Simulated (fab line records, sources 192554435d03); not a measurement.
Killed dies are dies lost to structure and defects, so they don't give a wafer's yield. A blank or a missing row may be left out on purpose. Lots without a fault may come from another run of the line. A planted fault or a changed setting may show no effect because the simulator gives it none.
Split-lot experiment | flow n5_finfet | 7 lots, 39 wafers read, on a route of 1938 steps

THE SPLIT
At N5_DUMMY_GATE_EXPOSE_12 (exposes mask GATE, target cd 25 nm), the setting dose_mj was moved away from the recipe's 34 on 12 of the 39 wafers read, by -5.8% to +7.0%. The other wafers ran this setting at the recipe's value.

FROM THE SPLIT TO THE READING: what the file shows between them, 2 steps
- N5_DUMMY_GATE_PEB_13: peb time 60 s
- N5_DUMMY_GATE_DEVELOP_14: develop time 30 s

THE READING
cd_nm, in nm, at N5_DUMMY_GATE_CD_MEAS_15 (target cd 25.8 nm). Fault-free wafers of this fab line usually give 25.12 nm, standard deviation 0.22 nm.

wafer  | tool, chamber at the split | dose_mj as run | against the recipe | cd_nm, nm | against lot-mates on the recipe
L079.1 | euv_scanner-01, 0          | 34             | recipe             | 25.08     | -
L079.2 | euv_scanner-01, 0          | 34             | recipe             | 25.14     | -
L079.3 | euv_scanner-01, 0          | 35.72          | +5.1%              | 24.30     | -0.79
L079.4 | euv_scanner-01, 0          | 35.72          | +5.1%              | 24.16     | -0.93
L079.5 | euv_scanner-01, 0          | 35.72          | +5.1%              | 24.42     | -0.67
L079.6 | euv_scanner-01, 0          | 34             | recipe             | 25.04     | -
L080.1 | euv_scanner-02, 0          | 34             | recipe             | 24.98     | -
L080.2 | euv_scanner-02, 0          | 32.02          | -5.8%              | 26.47     | +1.39
L080.3 | euv_scanner-02, 0          | 32.02          | -5.8%              | 26.08     | +1.00
L080.4 | euv_scanner-02, 0          | 34             | recipe             | 25.07     | -
L080.5 | euv_scanner-02, 0          | 34             | recipe             | 25.18     | -
L080.6 | euv_scanner-02, 0          | 32.02          | -5.8%              | 26.46     | +1.38
L082.1 | euv_scanner-01, 0          | 34             | recipe             | 25.09     | -
L082.2 | euv_scanner-01, 0          | 34             | recipe             | 24.79     | -
L082.3 | euv_scanner-01, 0          | 34             | recipe             | 24.94     | -
L082.4 | euv_scanner-01, 0          | 34             | recipe             | 25.25     | -
L082.5 | euv_scanner-01, 0          | 34             | recipe             | 24.94     | -
L082.6 | euv_scanner-01, 0          | 34             | recipe             | 25.04     | -
L083.1 | euv_scanner-02, 0          | 34             | recipe             | 25.10     | -
L083.2 | euv_scanner-02, 0          | 34             | recipe             | 25.13     | -
L083.3 | euv_scanner-02, 0          | 36.38          | +7.0%              | 24.17     | -0.97
L083.4 | euv_scanner-02, 0          | 34             | recipe             | 25.20     | -
L083.5 | euv_scanner-02, 0          | 36.38          | +7.0%              | 23.98     | -1.16
L083.6 | euv_scanner-02, 0          | 36.38          | +7.0%              | 23.91     | -1.23
L084.1 | euv_scanner-02, 0          | 34             | recipe             | 25.51     | -
L084.2 | euv_scanner-02, 0          | 34             | recipe             | 25.04     | -
L084.3 | euv_scanner-02, 0          | 34             | recipe             | 25.11     | -
L084.4 | euv_scanner-02, 0          | 33.06          | -2.8%              | 25.77     | +0.55
L084.5 | euv_scanner-02, 0          | 33.06          | -2.8%              | 25.53     | +0.31
L084.6 | euv_scanner-02, 0          | 33.06          | -2.8%              | 25.54     | +0.32
L089.1 | euv_scanner-01, 0          | 34             | recipe             | 25.15     | -
L089.2 | euv_scanner-01, 0          | 34             | recipe             | 25.23     | -
L089.3 | euv_scanner-01, 0          | 34             | recipe             | 25.10     | -
L089.4 | euv_scanner-01, 0          | 34             | recipe             | 25.18     | -
L089.5 | euv_scanner-01, 0          | 34             | recipe             | 25.22     | -
L089.6 | euv_scanner-01, 0          | 34             | recipe             | 25.13     | -
L093.3 | euv_scanner-02, 0          | 34             | recipe             | 24.97     | -
L093.4 | euv_scanner-02, 0          | 34             | recipe             | 25.17     | -
L093.6 | euv_scanner-02, 0          | 34             | recipe             | 25.13     | -

THE FIT
A straight line over all 39 wafers: cd_nm changes by -0.176 nm for each +1% of dose_mj; r = -0.96; the points scatter about the line by 0.15 nm.
The same after taking each lot's own level away (the mean of its wafers on the recipe; 39 wafers): -0.176 nm for each +1%; r = -0.97; scatter 0.14 nm.
On that fit, the largest move of dose_mj shifts the reading by 1.2 nm.
The lots' own levels span 25.008 to 25.220 nm, that is 1.0 times the standard deviation above.
So the lot-to-lot level changes the slope little: the two slopes agree.
Check: with one of the wafers moved furthest among these (+7.0%) left out of the fit, the line predicts -1.25 nm for it against its lot-mates. It came out at -0.973 nm against them.

OTHER SPLITS ON THESE WAFERS
These wafers also went through other splits before the reading. Each is held against what the fit with the lots' levels taken away leaves over:
other split on the same wafers          | wafers away from the commonest value | r with cd_nm (lot level and that fit taken away)
N5_FIN_SAQP_SPACER2_ALD_28 target_thk_a | 12                                   | +0.15

THE FILE'S OWN FIT
cd_nm changes by -0.175 nm for each +1% of dose_mj, r = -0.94.
